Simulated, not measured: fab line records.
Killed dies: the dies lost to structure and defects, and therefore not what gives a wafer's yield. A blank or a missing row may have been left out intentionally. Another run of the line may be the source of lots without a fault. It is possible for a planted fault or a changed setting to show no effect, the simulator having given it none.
Matching of chambers -- flow nand_harc -- NHARC_A_STAIRCASE_DESCUM_168 on rie_diel-01 has 4 sister chambers
The step chemistry O2, time 3 s. 14 wafers are shown with their chamber, then 7 later ones without.

WAFERS WITH THEIR CHAMBER
wafer,chamber,showerhead_plenum_p_Torr (Torr),drypump_motor_current_A (A),rf_vpp_V (V)
L079.1,1,1.88,6.1,58.1
L079.3,2,2.05,5.8,58.6
L079.4,0,1.91,4.7,56.7
L081.2,3,2.04,5.6,58.6
L081.3,0,1.91,4.7,57.8
L081.6,3,2.04,5.7,59.0
L084.2,0,1.91,4.7,56.7
L084.3,1,1.88,6.1,56.1
L084.5,2,2.05,5.9,60.1
L086.1,0,1.91,4.7,56.8
L086.2,1,1.87,6.1,56.6
L086.6,3,2.03,5.7,59.2
L090.1,0,1.90,4.7,57.2
L090.3,1,1.87,6.1,57.6

SIGNATURES, as means of the wafers listed above
reading,chamber 0,chamber 1,chamber 2,chamber 3,scatter within a chamber
showerhead_plenum_p_Torr,1.9080,1.8750,2.0500,2.0367,0.00497
drypump_motor_current_A,4.700,6.100,5.850,5.667,0.0342
rf_vpp_V,57.040,57.100,59.350,58.933,0.686
Rule: for each reading, subtract the chamber's mean from the wafer's reading, divide by that reading's scatter and square the result; add these up over the readings and take the root, which gives the wafer's distance from the chamber. If the next closest chamber is less than 2 further off than the closest, the wafer can't be placed; otherwise it belongs to the closest. The scatter: the root of (the sum of the squares of (reading less its chamber's mean) over the shown wafers, divided by (wafers less chambers)).

WAFERS WITH NO CHAMBER GIVEN
wafer,showerhead_plenum_p_Torr (Torr),drypump_motor_current_A (A),rf_vpp_V (V)
L090.5,1.90,4.7,57.8
L097.3,2.03,5.8,57.7
L097.4,1.90,4.7,57.4
L097.5,2.03,5.9,59.1
L096.2,2.03,5.8,56.6
L096.4,1.87,6.1,58.5
L096.6,1.90,4.7,57.6

CHAMBER TAKEN BY EACH
wafer,from the rows above,in truth
L090.5,0,0
L097.3,can't be placed: 3 or 2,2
L097.4,0,0
L097.5,2,2
L096.2,can't be placed: 3 or 2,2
L096.4,1,1
L096.6,0,0
Correctly placed: 5 of 7. From these rows, 2 cannot be placed; in 2 the true chamber is one of the candidates. Wrongly placed: 0.
